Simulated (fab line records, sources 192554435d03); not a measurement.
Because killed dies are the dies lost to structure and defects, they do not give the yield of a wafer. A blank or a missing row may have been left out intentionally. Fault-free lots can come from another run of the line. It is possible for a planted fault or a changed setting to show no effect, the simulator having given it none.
A struck lot beside a sound one + flow n5_finfet + 15 out of 1938 route steps
Sound: these wafers, L166.1, L166.2, L166.3. Struck: wafers L179.1, L179.5. The cause is named last.
For every step that has rows: the tool of each side, followed by ch and its chambers, followed by its first start. Under that, the readings that differ: sound wafers + struck wafers + difference of the means + sigmas: that difference in standard deviations of wafers without a fault.
alike: same words and numbers on both sides, and readings whose means sit less than 2 such deviations apart. not compared: any withheld reading, any reading some wafer has no value for, any bound like >300 that may hide the same value, and any number with overlapping values for which the record gives no deviation.
A row with sigmas, a row that says differs or no value, or rows on one side alone: a step with any of these is where the two part. Non-overlapping numbers with no deviation appear without sigmas and do not part them. A reading missing from all wafers of one side parts the sides only when that side holds two or more wafers.

first, 8 steps without rows for these wafers: N5_BEOL_M15_COAT_60 (time 60 s, resist thk 89 nm); N5_BEOL_M15_COAT_22 (resist thk 800 nm); N5_BEOL_M15_EBR_24; N5_BEOL_M15_SOFTBAKE_23 (time 60 s); N5_BEOL_M15_EXPOSE_25 (exposes mask M15, target cd 400 nm); N5_BEOL_M15_PEB_26 (peb time 90 s); N5_BEOL_M15_DEVELOP_27 (develop time 45 s); N5_BEOL_M15_HARDBAKE_32 (time 120 s).
N5_BEOL_M15_CD_MEAS_28: target cd 407.6 nm.
  sound on cd_sem-01 ch 0, day 13 06:21; struck on cd_sem-01 ch 0, day 16 05:48
  alike: cd_nm
N5_BEOL_M15_OVL_MEAS_29:
  sound on overlay-02 ch 0, day 13 06:23; struck on overlay-02 ch 0, day 16 05:50
  alike: M15_OVL
N5_BEOL_M15_INSPECT_30: inspects for defects (macro).
  sound on defect_inspect-02, day 13 06:25; struck on defect_inspect-01, day 16 05:52
  alike: raw_defect_count
N5_BEOL_M15_DESCUM_33: chemistry O2, time 7.9 s.
  sound on rie_diel-04 ch 0,2,3, day 13 06:41; struck on rie_diel-04 ch 2,3, day 16 06:00
  alike: drypump_motor_current_A, oes_product_au, rf_fwd_power_W, rf_vpp_V, showerhead_plenum_p_Torr, throttle_valve_pct
  not compared: rf_hours_counter_h
N5_BEOL_M15_ETCH_61: etches BARC in N2/H2, target depth 89 nm, overetch 26.7 nm, time 67.9 s.
  sound on rie_diel-04 ch 0,2,3, day 13 06:44; struck on rie_diel-04 ch 2,3, day 16 06:02
| reading                                    | sound           | struck      | difference                    | sigmas |
|--------------------------------------------|-----------------|-------------|-------------------------------|--------|
| rf_fwd_power_W (W)                         | 829 832 831     | - -         | no value on the struck wafers |        |
| run_length_s (s)                           | 91.5 90.1 91.2  | 82.1 80.4   | -9.7                          | -19    |
| model.coat_of_BEOL_M15_COAT_22.thk_nm (nm) | 719.6 718.8 714 | 727.6 728.4 | +10.5                         |        |
  alike: drypump_motor_current_A, oes_product_au, rf_vpp_V, showerhead_plenum_p_Torr, throttle_valve_pct
  not compared: rf_hours_counter_h
N5_BEOL_M15_TRENCH_ETCH_34: etches SiO2 in C4F8/O2/Ar, target depth 872.93 nm, time 199 s.
  sound on rie_diel-04 ch 0,2,3, day 13 06:47; struck on rie_diel-04 ch 2,3, day 16 06:05
| reading                                    | sound             | struck    | difference | sigmas |
|--------------------------------------------|-------------------|-----------|------------|--------|
| model.coat_of_BEOL_M15_COAT_22.thk_nm (nm) | 546.8 543.2 534.8 | 557 551.6 | +13        |        |
  alike: drypump_motor_current_A, he_inner_torr, oes_f_703_au, oes_product_au, rf_fwd_power_W, rf_vpp_V, showerhead_plenum_p_Torr, throttle_valve_pct
  not compared: rf_hours_counter_h
then, 1 step without rows for these wafers: N5_PASSIVATION_PROBE_49.

WHERE THEY PART
At N5_BEOL_M15_ETCH_61 and nowhere else, as far as this record goes. Later steps at which nothing parts them and some readings are alike: N5_BEOL_M15_TRENCH_ETCH_34.

WHY: what the simulator had put in
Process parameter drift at N5_BEOL_M15_ETCH_61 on rie_diel-04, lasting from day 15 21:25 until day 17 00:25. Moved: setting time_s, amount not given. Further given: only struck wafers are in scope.
